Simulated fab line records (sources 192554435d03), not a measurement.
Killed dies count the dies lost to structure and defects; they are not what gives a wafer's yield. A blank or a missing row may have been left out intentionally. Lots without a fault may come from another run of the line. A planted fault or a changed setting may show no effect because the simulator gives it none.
fab line records    flow n5Finfet    part 1 of 2: steps 1 to 24 of 30
record lots=5  wafers=15  lastDay=18
route steps=1938 shown MOL_CONTACT_COAG@627 BEOL_M0_SAQP@632
lots untouched by any fault: they come from a run of this same line in which no faults occurred
startH: hours from the record's first day to the start of the lot's first wafer shown    waitH: how many hours have passed since the lot's step before this one    " same as the row above    L1.1+2: one row covering several wafers at once    - no value present, or no start provided    * or withheld: withheld    < > ~ a bound
route shown NAME@n: names a module that has steps shown in the file, with the first one's number in the route    usual: average and standard deviation across the fault-free wafers    same: alike in all rows    chamber/n: place in a boat    sites: readings site by site    _std_site: standard deviation of those values    _edge_site: mean of outer sites minus mean of inner sites    radiusMm: how far each site lies from the wafer's centre    mask NAME#n: copy n    behind: the tool/chamber that last shaped the wafer    hold: why the lot went on hold/how many hours it stayed there/how the hold came to an end    device: transistor that didn't switch, given as n, p or np    end of line: at the end of the route, the tests of the same wafers    a step without rows: its recipe alone    killed: the dies lost at the first sort to structure and to defects; this is not the yield of the wafer    map: shows each die of a wafer: x if killed, . if not, _ if none is there
set.NAME: the setting the step ran with; set.NAME@STEP: the setting that earlier step ran with    model.NAME: the simulator's own value behind a step, which no gauge read
lots at selected steps of the route; one table per step, one row per wafer
services: from which hour (startH, from the record's first day; less than 0 if before it) a tool's chamber was out of use, for how many hours, and why
## steps
# step N5_MOL_CONTACT_COAG_CMP_52
# recipe stopOn=SiO2  tOverpolishS=1.5  postCmpClean=wDiluteNh4oh  downForcePsi=4  platenRpm=50.289  padVelocityMS=1.0006  targetThkNm=66.5
# usual headPressurePsi=4.000/0.0084  motorCurrentA=12.2/1.3  overpolishRunS=1.500/0.0089  timeToEndpointS=13.1/2.2
lot.wafer  tool    chamber  startH  waitH  headPressurePsi  motorCurrentA  overpolishRunS  timeToEndpointS
L077.3     cmp-01  1        116.27  0.1    4.006            12.5           1.489           11.4
L077.4     "       2        "       "      4.009            10.7           1.501           10.0
L077.2     "       3        "       "      3.997            13.0           1.504           13.9
L079.1     cmp-03  0        128.18  0.1    4.002            11.7           1.499           15.1
L079.6     "       1        "       "      3.998            11.7           1.522           13.2
L079.5     "       2        "       "      3.990            12.6           1.499           14.7
L085.3     cmp-04  1        170.38  0.1    3.990            12.4           1.505           14.5
L085.2     "       3        "       "      4.001            11.2           1.502           11.8
L085.5     "       0        "       "      4.006            10.7           1.499           12.2
L088.4     cmp-01  1        190.03  0.0    3.985            12.4           1.508           13.1
L088.3     "       0        "       "      3.982            11.5           1.505           14.6
L088.5     "       1        "       "      3.991            12.4           1.492           15.4
L095.1     cmp-03  3        225.13  0.1    3.993            15.2           1.496           10.2
L095.4     "       0        "       "      4.001            11.0           1.489           11.1
L095.5     "       3        "       "      3.995            15.9           1.490           9.2
# step N5_MOL_CONTACT_COAG_THK_MEAS_53
# recipe reads=SiO2_of_MOL_CONTACT_COAG_PECVD_31
# usual VIA_MOL_THK=43.9/0.65
lot.wafer  tool          chamber  startH  waitH  VIA_MOL_THK[nm]
L077.2     filmMetro-01  -        116.52  -      43.5
L077.3     "             -        "       "      43.3
L077.4     "             -        "       "      44.0
L079.1     filmMetro-02  -        128.36  -      43.4
L079.5     "             -        "       "      44.4
L079.6     "             -        "       "      43.8
L085.2     filmMetro-01  -        170.63  -      44.3
L085.3     "             -        "       "      43.9
L085.5     "             -        "       "      44.5
L088.3     filmMetro-01  -        190.32  -      44.1
L088.4     "             -        "       "      44.6
L088.5     "             -        "       "      44.9
L095.1     filmMetro-02  -        225.39  -      43.6
L095.4     "             -        "       "      44.5
L095.5     "             -        "       "      44.3
# step N5_MOL_CONTACT_COAG_ANNEAL_112
# recipe tempC=400  timeS=1800  ambient=HPD2  pressureAtm=10
# usual wafer_temp_C_max=401.7/0.38  zonePowerCentrePct=10.58/0.098
lot.wafer  tool         chamber  startH  waitH  wafer_temp_C_max  zonePowerCentrePct
L077.2     hpAnneal-01  0        116.55  0.0    401.8             10.62
L077.3     "            0        "       "      401.6             10.71
L077.4     "            0        "       "      401.6             10.52
L079.1     hpAnneal-01  0        128.39  0.0    401.4             10.49
L079.5     "            0        "       "      401.9             10.63
L079.6     "            0        "       "      401.1             10.43
L085.2     hpAnneal-01  0        170.66  0.0    401.3             10.50
L085.3     "            0        "       "      402.4             10.47
L085.5     "            0        "       "      402.3             10.60
L088.3     hpAnneal-01  0        190.35  0.0    401.2             10.44
L088.4     "            0        "       "      401.4             10.64
L088.5     "            0        "       "      401.4             10.38
L095.1     hpAnneal-01  0        225.42  0.0    401.8             10.66
L095.4     "            0        "       "      402.2             10.42
L095.5     "            0        "       "      401.7             10.50
# step N5_MOL_CONTACT_COAG_INSPECT_97
# recipe inspectInstrument=darkfield  mode=postAnneal
# usual rawDefectCount=44/15
lot.wafer  tool              chamber  startH  waitH  rawDefectCount
L077.2     defectInspect-01  -        119.59  0.0    38
L077.3     "                 -        "       "      89
L077.4     "                 -        "       "      31
L079.1     defectInspect-01  -        131.42  0.0    46
L079.5     "                 -        "       "      30
L079.6     "                 -        "       "      65
L085.2     defectInspect-02  -        173.70  0.0    25
L085.3     "                 -        "       "      21
L085.5     "                 -        "       "      22
L088.3     defectInspect-02  -        193.43  0.1    46
L088.4     "                 -        "       "      93
L088.5     "                 -        "       "      52
L095.1     defectInspect-01  -        228.44  0.0    34
L095.4     "                 -        "       "      36
L095.5     "                 -        "       "      37
# step N5_BEOL_M0_SAQP_PECVD_00
# recipe material=SiCN  targetThkA=80  tempC=withheld  precursor=3MS/NH3  pressureTorr=3  rfW=202  timeS=14
# usual showerheadPlenumPTorr=3.667/0.011  throttleValvePct=9.3/0.61
lot.wafer  tool      chamber  startH  waitH  showerheadPlenumPTorr  throttleValvePct
L077.2     pecvd-03  1        119.90  0.2    3.677                  10.0
L077.3     "         0        "       "      3.677                  8.8
L077.4     "         1        "       "      3.687                  9.7
L079.1     pecvd-03  0        131.76  0.2    3.683                  8.8
L079.5     "         2        "       "      3.677                  9.3
L079.6     "         1        "       "      3.674                  9.6
L085.2     pecvd-04  0        174.01  0.2    3.657                  10.0
L085.3     "         2        "       "      3.655                  8.5
L085.5     "         2        "       "      3.658                  8.6
L088.3     pecvd-03  2        193.72  0.1    3.675                  9.4
L088.4     "         1        "       "      3.672                  9.9
L088.5     "         2        "       "      3.676                  9.4
L095.1     pecvd-03  1        228.77  0.2    3.678                  9.7
L095.4     "         1        "       "      3.683                  9.7
L095.5     "         1        "       "      3.677                  9.7
# step N5_BEOL_M0_SAQP_ILD_DEP_01
# recipe material=SiOC  targetThkA=454.19  tempC=350  precursor=DEMS/O2  pressureTorr=5  rfW=500  timeS=8.7
# usual heaterPowerW=500/61  showerheadPlenumPTorr=5.695/0.012  susceptorTempC=349.99/0.22  throttleValvePct=12.2/0.77
lot.wafer  tool      chamber  startH  waitH  heaterPowerW  showerheadPlenumPTorr  susceptorTempC  throttleValvePct
L077.2     pecvd-03  1        119.93  0.0    582           5.698                  350.51          12.7
L077.3     "         0        "       "      551           5.690                  349.82          11.6
L077.4     "         1        "       "      581           5.692                  350.01          12.7
L079.1     pecvd-03  0        131.78  0.0    524           5.706                  350.12          11.5
L079.5     "         2        "       "      399           5.680                  350.05          12.5
L079.6     "         1        "       "      589           5.714                  350.00          12.7
L085.2     pecvd-04  0        174.04  0.0    464           5.698                  350.05          13.4
L085.3     "         2        "       "      408           5.682                  349.68          11.5
L085.5     "         2        "       "      420           5.694                  349.88          11.4
L088.3     pecvd-03  2        193.75  0.0    428           5.722                  350.21          12.3
L088.4     "         1        "       "      588           5.703                  350.09          13.0
L088.5     "         2        "       "      436           5.700                  349.98          12.1
L095.1     pecvd-03  1        228.81  0.0    503           5.706                  349.79          12.9
L095.4     "         1        "       "      498           5.722                  349.93          12.8
L095.5     "         1        "       "      504           5.712                  349.72          12.9
# step N5_BEOL_M0_SAQP_HM_DEP_02
# recipe material=TiN  targetThkA=120  tempC=25  chamberPressurePa=0.49996
# usual susceptorTempC=25.01/0.11  throttleValvePct=30.1/1
lot.wafer  tool           chamber  startH  waitH  susceptorTempC  throttleValvePct
L077.2     pvdSputter-01  -        121.39  1.4    24.90           29.6
L077.3     "              -        "       "      24.82           29.9
L077.4     "              -        "       "      25.02           31.8
L079.1     pvdSputter-02  -        131.88  0.1    24.93           31.3
L079.5     "              -        "       "      25.05           31.4
L079.6     "              -        "       "      25.10           29.4
L085.2     pvdSputter-01  -        174.61  0.6    25.10           30.1
L085.3     "              -        "       "      25.06           29.8
L085.5     "              -        "       "      24.84           29.5
L088.3     pvdSputter-03  -        194.23  0.5    24.80           28.6
L088.4     "              -        "       "      24.94           30.6
L088.5     "              -        "       "      24.82           30.0
L095.1     pvdSputter-01  -        229.13  0.3    25.02           29.8
L095.4     "              -        "       "      25.17           29.6
L095.5     "              -        "       "      24.90           29.7
# step N5_BEOL_M0_SAQP_PECVD_03
# recipe material=SiCN  targetThkA=120  tempC=withheld  precursor=3MS/NH3  pressureTorr=3  rfW=202  timeS=21.1
# usual showerheadPlenumPTorr=3.667/0.01  throttleValvePct=9.2/0.59
lot.wafer  tool      chamber  startH  waitH  showerheadPlenumPTorr  throttleValvePct
L077.2     pecvd-02  0        121.51  0.1    3.648                  10.1
L077.3     "         2        "       "      3.660                  9.0
L077.4     "         1        "       "      3.648                  9.4
L079.1     pecvd-02  1        132.00  0.1    3.659                  9.4
L079.5     "         2        "       "      3.654                  9.0
L079.6     "         0        "       "      3.649                  10.1
L085.2     pecvd-03  1        174.73  0.1    3.677                  9.8
L085.3     "         0        "       "      3.671                  9.0
L085.5     "         2        "       "      3.673                  9.4
L088.3     pecvd-04  0        194.35  0.1    3.672                  10.3
L088.4     "         1        "       "      3.678                  8.5
L088.5     "         0        "       "      3.663                  10.3
L095.1     pecvd-04  2        229.25  0.1    3.647                  8.8
L095.4     "         1        "       "      3.675                  8.7
L095.5     "         2        "       "      3.647                  8.8
# step N5_BEOL_M0_SAQP_PECVD_96
# recipe material=a-Si  targetThkA=450  tempC=350  precursor=SiH4/He  pressureTorr=3  rfW=100  timeS=45.2
# usual heaterPowerW=638/58  showerheadPlenumPTorr=5.68/0.035  susceptorTempC=350.03/0.2  throttleValvePct=18.5/1.2
lot.wafer  tool      chamber  startH  waitH  heaterPowerW  showerheadPlenumPTorr  susceptorTempC  throttleValvePct
L077.2     pecvd-02  0        121.54  0.0    574           5.60                   350.33          19.9
L077.3     "         2        "       "      502           5.65                   349.94          18.1
L077.4     "         1        "       "      647           5.60                   350.01          19.0
L079.1     pecvd-02  1        132.03  0.0    639           5.62                   350.11          18.8
L079.5     "         2        "       "      571           5.67                   350.24          18.2
L079.6     "         0        "       "      603           5.60                   350.16          20.3
L085.2     pecvd-03  1        174.76  0.0    736           5.71                   350.22          19.7
L085.3     "         0        "       "      652           5.69                   349.93          17.6
L085.5     "         2        "       "      560           5.70                   350.30          18.8
L088.3     pecvd-04  0        194.38  0.0    646           5.66                   350.11          20.6
L088.4     "         1        "       "      714           5.68                   349.74          17.1
L088.5     "         0        "       "      639           5.69                   349.82          20.5
L095.1     pecvd-04  2        229.29  0.0    604           5.61                   349.94          17.5
L095.4     "         1        "       "      691           5.69                   349.72          17.5
L095.5     "         2        "       "      579           5.62                   349.99          17.4
# step N5_BEOL_M0_SAQP_PECVD_97
# recipe material=SiNx  targetThkA=230  tempC=350  precursor=SiH4/NH3/N2  pressureTorr=1.5  rfW=300  timeS=19.9
# usual heaterPowerW=569/58  showerheadPlenumPTorr=5.15/0.045  susceptorTempC=350.01/0.21  throttleValvePct=40.6/2.6
lot.wafer  tool      chamber  startH  waitH  heaterPowerW  showerheadPlenumPTorr  susceptorTempC  throttleValvePct
L077.2     pecvd-02  0        121.59  0.0    469           5.06                   349.80          44.2
L077.3     "         2        "       "      531           5.12                   349.92          39.7
L077.4     "         1        "       "      523           5.07                   349.55          41.5
L079.1     pecvd-02  1        132.08  0.0    574           5.04                   350.14          42.0
L079.5     "         2        "       "      526           5.13                   350.11          39.5
L079.6     "         0        "       "      499           5.07                   350.07          44.6
L085.2     pecvd-03  1        174.81  0.0    586           5.21                   350.22          43.3
L085.3     "         0        "       "      584           5.17                   350.07          38.8
L085.5     "         2        "       "      500           5.16                   350.15          41.5
L088.3     pecvd-04  0        194.43  0.0    537           5.14                   349.89          45.0
L088.4     "         1        "       "      589           5.16                   349.99          38.1
L088.5     "         0        "       "      545           5.15                   350.10          45.2
L095.1     pecvd-04  2        229.36  0.0    498           5.07                   350.15          38.3
L095.4     "         1        "       "      556           5.17                   349.63          37.5
L095.5     "         2        "       "      519           5.07                   350.13          38.7
# step N5_BEOL_M0_SAQP_PECVD_04
# recipe material=a-Si  targetThkA=600  tempC=350  precursor=SiH4/He  pressureTorr=3  rfW=100  timeS=60.2
# usual heaterPowerW=634/57  showerheadPlenumPTorr=5.68/0.032  susceptorTempC=349.97/0.2  throttleValvePct=18.5/1.2
lot.wafer  tool      chamber  startH  waitH  heaterPowerW  showerheadPlenumPTorr  susceptorTempC  throttleValvePct
L077.2     pecvd-02  0        121.63  0.0    578           5.61                   349.95          20.2
L077.3     "         2        "       "      566           5.64                   349.34          18.0
L077.4     "         1        "       "      645           5.61                   350.09          18.7
L079.1     pecvd-02  1        132.11  0.0    649           5.61                   350.00          19.0
L079.5     "         2        "       "      567           5.67                   349.92          18.1
L079.6     "         0        "       "      610           5.62                   349.94          20.2
L085.2     pecvd-03  1        174.85  0.0    729           5.69                   349.75          19.6
L085.3     "         0        "       "      689           5.69                   350.07          17.7
L085.5     "         2        "       "      593           5.69                   349.91          18.7
L088.3     pecvd-04  0        194.47  0.0    625           5.68                   349.66          20.5
L088.4     "         1        "       "      634           5.69                   349.94          17.6
L088.5     "         0        "       "      644           5.66                   349.96          20.8
L095.1     pecvd-04  2        229.42  0.0    594           5.62                   349.94          17.5
L095.4     "         1        "       "      738           5.69                   349.70          17.0
L095.5     "         2        "       "      513           5.62                   350.17          17.5
# step N5_BEOL_M0_SAQP_THK_MEAS_05
# usual thkNm=60.0/0.78
lot.wafer  tool          chamber  startH  waitH  thkNm
L077.2     filmMetro-02  -        121.73  0.1    59.7
L077.3     "             -        "       "      59.6
L077.4     "             -        "       "      60.6
L079.1     filmMetro-02  -        132.22  0.1    58.7
L079.5     "             -        "       "      60.0
L079.6     "             -        "       "      60.3
L085.2     filmMetro-01  -        174.94  0.1    59.2
L085.3     "             -        "       "      60.1
L085.5     "             -        "       "      59.9
L088.3     filmMetro-02  -        194.56  0.1    60.7
L088.4     "             -        "       "      61.6
L088.5     "             -        "       "      62.4
L095.1     filmMetro-02  -        229.55  0.1    59.9
L095.4     "             -        "       "      60.4
L095.5     "             -        "       "      61.3
# step N5_BEOL_M0_SAQP_HM_DEP_111
# recipe material=SiO2  targetThkA=120  tempC=400  precursor=SiH4/N2O  pressureTorr=0.75  rfW=275  timeS=7.2
# usual heaterPowerW=781/71  showerheadPlenumPTorr=8.14/0.1  susceptorTempC=399.99/0.21
lot.wafer  tool      chamber  startH  waitH  heaterPowerW  showerheadPlenumPTorr  susceptorTempC
L077.2     pecvd-04  1        121.77  0.0    938           8.22                   400.15
L077.3     "         2        "       "      729           8.00                   399.68
L077.4     "         2        "       "      720           8.02                   400.04
L079.1     pecvd-02  2        132.26  0.0    706           8.11                   399.86
L079.5     "         2        "       "      697           8.13                   400.09
L079.6     "         0        "       "      725           7.98                   399.52
L085.2     pecvd-04  2        174.98  0.0    692           8.04                   399.87
L085.3     "         0        "       "      755           8.16                   399.98
L085.5     "         0        "       "      764           8.17                   399.84
L088.3     pecvd-03  1        194.61  0.0    898           8.27                   399.77
L088.4     "         1        "       "      910           8.29                   400.09
L088.5     "         2        "       "      739           8.22                   399.89
L095.1     pecvd-04  1        229.58  0.0    768           8.21                   399.83
L095.4     "         2        "       "      715           8.02                   400.06
L095.5     "         2        "       "      744           7.99                   400.29
# step N5_BEOL_M0_SAQP_COAT_81
# recipe resist=SOC  tempC=250  timeS=60  spinRpm=1500  resistThkNm=100
lot.wafer   tool           chamber  startH  waitH
L077.2+3+4  lithoTrack-05  0        121.85  0.1
L079.1+5+6  lithoTrack-02  0        132.34  0.1
L085.2+3+5  lithoTrack-05  0        175.06  0.1
L088.3+4+5  lithoTrack-04  0        194.69  0.1
L095.1+4+5  lithoTrack-04  0        229.68  0.1
# step N5_BEOL_M0_SAQP_COAT_82
# recipe resist=SiARC  tempC=220  timeS=60  spinRpm=1500  resistThkNm=30
lot.wafer   tool           chamber  startH  waitH
L077.2+3+4  lithoTrack-05  0        -       -
L079.1+5+6  lithoTrack-02  0        -       -
L085.2+3+5  lithoTrack-05  0        -       -
L088.3+4+5  lithoTrack-04  0        -       -
L095.1+4+5  lithoTrack-04  0        -       -
# step N5_BEOL_M0_SAQP_COAT_08
# recipe resist=CAR-ArF  spinRpm=1500  resistThkNm=90
lot.wafer   tool           chamber  startH  waitH
L077.2+3+4  lithoTrack-05  0        -       -
L079.1+5+6  lithoTrack-02  0        -       -
L085.2+3+5  lithoTrack-05  0        -       -
L088.3+4+5  lithoTrack-04  0        -       -
L095.1+4+5  lithoTrack-04  0        -       -
# step N5_BEOL_M0_SAQP_EBR_10
# recipe solvent=PGMEA  ebrWidthMm=1.5
lot.wafer   tool           chamber  startH  waitH
L077.2+3+4  lithoTrack-05  0        -       -
L079.1+5+6  lithoTrack-02  0        -       -
L085.2+3+5  lithoTrack-05  0        -       -
L088.3+4+5  lithoTrack-04  0        -       -
L095.1+4+5  lithoTrack-04  0        -       -
# step N5_BEOL_M0_SAQP_SOFTBAKE_09
# recipe tempC=110  timeS=60  resist=CAR-ArF
lot.wafer   tool           chamber  startH  waitH
L077.2+3+4  lithoTrack-05  0        -       -
L079.1+5+6  lithoTrack-02  0        -       -
L085.2+3+5  lithoTrack-05  0        -       -
L088.3+4+5  lithoTrack-04  0        -       -
L095.1+4+5  lithoTrack-04  0        -       -
# step N5_BEOL_M0_SAQP_EXPOSE_11
# recipe maskId=M0_CORE  na=1.35  sourceShape=dipole  sigmaInner=0.538  sigmaOuter=0.738  polarization=te  targetCdNm=42  doseMj=55
lot.wafer   tool            chamber  startH  waitH  mask
L077.2+3+4  arfiScanner-01  0        122.10  -      M0_CORE#0
L079.1+5+6  arfiScanner-03  0        132.58  -      M0_CORE#0
L085.2+3+5  arfiScanner-03  0        175.18  -      M0_CORE#0
L088.3+4+5  arfiScanner-01  0        194.94  -      M0_CORE#0
L095.1+4+5  arfiScanner-02  0        229.93  -      M0_CORE#0
# step N5_BEOL_M0_SAQP_PEB_12
# recipe pebTempC=withheld  pebTimeS=60  resist=CAR-ArF
# same pebTimeS=60
lot.wafer   tool           chamber  startH  waitH
L077.2+3+4  lithoTrack-02  0        122.15  0.0
L079.1+5+6  lithoTrack-04  0        132.64  0.1
L085.2+3+5  lithoTrack-05  0        175.24  0.0
L088.3+4+5  lithoTrack-04  0        194.99  0.0
L095.1+4+5  lithoTrack-02  0        229.99  0.1
# step N5_BEOL_M0_SAQP_DEVELOP_13
# recipe developTimeS=30  developer=TMAH  resist=CAR-ArF  devTempC=23  rinseLiquid=diw  dry=airSpin
# usual developerTempC=23.02/0.11
lot.wafer  tool           chamber  startH  waitH  developerTempC
L077.2     lithoTrack-02  0        -       -      23.12
L077.3     "              0        "       "      23.04
L077.4     "              0        "       "      23.07
L079.1     lithoTrack-04  0        -       -      23.09
L079.5     "              0        "       "      23.09
L079.6     "              0        "       "      22.89
L085.2     lithoTrack-05  0        -       -      23.18
L085.3     "              0        "       "      23.13
L085.5     "              0        "       "      23.20
L088.3     lithoTrack-04  0        -       -      23.24
L088.4     "              0        "       "      23.02
L088.5     "              0        "       "      22.90
L095.1     lithoTrack-02  0        -       -      23.23
L095.4     "              0        "       "      23.21
L095.5     "              0        "       "      22.96
# step N5_BEOL_M0_SAQP_CD_MEAS_14
# recipe targetCdNm=42.5  landingEnergyEv=500  detector=seInlens
# usual cdNm=42.47/0.29
lot.wafer  tool      chamber  startH  waitH  cdNm
L077.2     cdSem-03  0        122.22  -      41.61
L077.3     "         0        "       "      42.04
L077.4     "         0        "       "      41.97
L079.1     cdSem-02  0        132.71  -      42.65
L079.5     "         0        "       "      42.59
L079.6     "         0        "       "      42.35
L085.2     cdSem-03  0        175.30  -      42.70
L085.3     "         0        "       "      42.61
L085.5     "         0        "       "      43.01
L088.3     cdSem-03  0        195.06  -      42.32
L088.4     "         0        "       "      42.48
L088.5     "         0        "       "      42.27
L095.1     cdSem-02  0        230.05  -      42.44
L095.4     "         0        "       "      42.22
L095.5     "         0        "       "      42.40
# step N5_BEOL_M0_SAQP_OVL_MEAS_15
# recipe pointsPerWafer=44
# usual M0_CORE_OVL=-0.1/0.98
lot.wafer  tool        chamber  startH  waitH  M0_CORE_OVL[nm]
L077.2     overlay-01  0        122.25  0.0    1.0
L077.3     "           0        "       "      0.0
L077.4     "           0        "       "      0.4
L079.1     overlay-02  0        132.74  0.0    0.8
L079.5     "           0        "       "      1.0
L079.6     "           0        "       "      -0.3
L085.2     overlay-02  0        175.33  0.0    -1.1
L085.3     "           0        "       "      -1.3
L085.5     "           0        "       "      -1.1
L088.3     overlay-01  0        195.09  0.0    0.9
L088.4     "           0        "       "      0.0
L088.5     "           0        "       "      0.9
L095.1     overlay-01  0        230.08  0.0    0.9
L095.4     "           0        "       "      2.6
L095.5     "           0        "       "      0.5
# step N5_BEOL_M0_SAQP_INSPECT_16
# recipe mode=adi  inspectInstrument=brightfield
# usual rawDefectCount=428/120
lot.wafer  tool              chamber  startH  waitH  rawDefectCount
L077.2     defectInspect-02  -        122.27  0.0    429
L077.3     "                 -        "       "      349
L077.4     "                 -        "       "      448
L079.1     defectInspect-01  -        132.76  0.0    326
L079.5     "                 -        "       "      388
L079.6     "                 -        "       "      392
L085.2     defectInspect-02  -        175.36  0.0    495
L085.3     "                 -        "       "      377
L085.5     "                 -        "       "      360
L088.3     defectInspect-02  -        195.11  0.0    456
L088.4     "                 -        "       "      739
L088.5     "                 -        "       "      405
L095.1     defectInspect-02  -        230.11  0.0    354
L095.4     "                 -        "       "      387
L095.5     "                 -        "       "      415
